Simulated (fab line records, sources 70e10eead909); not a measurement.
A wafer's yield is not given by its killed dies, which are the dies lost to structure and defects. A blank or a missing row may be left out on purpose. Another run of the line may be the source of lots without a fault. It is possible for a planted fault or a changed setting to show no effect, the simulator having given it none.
Chamber matching -- flow nand_harc -- rie_diel-03 running NHARC_P_ZERO_WELL_DESCUM_54: 4 sister chambers
The step chemistry O2, time 3 s. 24 wafers are shown with their chamber, then 12 later ones without.

== EACH WAFER AND ITS CHAMBER ==
wafer,chamber,drypump_motor_current_A (A),showerhead_plenum_p_Torr (Torr),oes_product_au (a.u.)
L074.2,3,6.3,1.95,0.997
L074.4,0,5.7,1.98,1.010
L074.5,1,5.6,2.01,1.005
L075.2,1,5.6,2.01,1.004
L075.4,2,6.6,1.82,1.006
L075.5,3,6.3,1.95,0.998
L076.1,0,5.7,1.98,1.003
L076.2,3,6.3,1.95,0.998
L076.6,3,6.3,1.95,0.994
L077.1,3,6.3,1.95,0.995
L077.4,0,5.7,1.98,1.013
L077.6,3,6.3,1.95,0.996
L078.1,2,6.6,1.82,0.998
L078.3,3,6.3,1.95,0.992
L078.5,3,6.3,1.95,0.987
L080.2,2,6.6,1.82,0.996
L080.4,3,6.4,1.95,0.993
L080.5,0,5.7,1.98,1.004
L081.2,1,5.6,2.01,0.992
L081.4,0,5.7,1.97,1.015
L081.5,0,5.7,1.97,1.008
L087.2,2,6.6,1.81,1.005
L087.4,1,5.6,2.00,1.004
L087.6,1,5.6,2.00,1.006

SIGNATURES (means of the wafers above)
reading,chamber 0,chamber 1,chamber 2,chamber 3,scatter within a chamber
drypump_motor_current_A,5.700,5.600,6.600,6.311,0.0211
showerhead_plenum_p_Torr,1.9767,2.0060,1.8175,1.9500,0.00405
oes_product_au,1.00883,1.00220,1.00125,0.99444,0.00459
Rule: for each reading, subtract the chamber's mean from the wafer's reading, divide by that reading's scatter and square the result; add these up over the readings and take the root, which gives the wafer's distance from the chamber. The wafer belongs to the nearest chamber; if the next one is less than 2 further off, it can't be placed. The scatter: take each reading less its chamber's mean, square it, sum over the shown wafers, divide by the number of wafers less the number of chambers, and take the root.

== WAFERS WITHOUT THEIR CHAMBER ==
wafer,drypump_motor_current_A (A),showerhead_plenum_p_Torr (Torr),oes_product_au (a.u.)
L091.1,5.7,1.96,0.988
L091.3,6.3,1.94,1.013
L091.5,6.6,1.80,1.000
L092.1,5.6,2.00,1.003
L092.4,5.6,1.96,0.993
L092.5,5.7,1.96,0.987
L095.4,5.6,1.99,1.003
L095.5,6.3,1.93,1.009
L095.6,6.6,1.80,1.004
L096.2,6.6,1.80,1.001
L096.4,5.7,1.96,0.997
L096.5,5.6,1.99,1.019

== CHAMBER TAKEN BY EACH ==
wafer,from the rows above,in truth
L091.1,0,0
L091.3,3,3
L091.5,2,2
L092.1,1,1
L092.4,0,0
L092.5,0,0
L095.4,can't be placed: 1 or 0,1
L095.5,3,3
L095.6,2,2
L096.2,2,2
L096.4,0,0
L096.5,can't be placed: 1 or 0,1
Placed correctly: 10 of 12. Can't be placed from these rows: 2 (the true chamber is among the candidates in 2). Wrongly placed: 0.
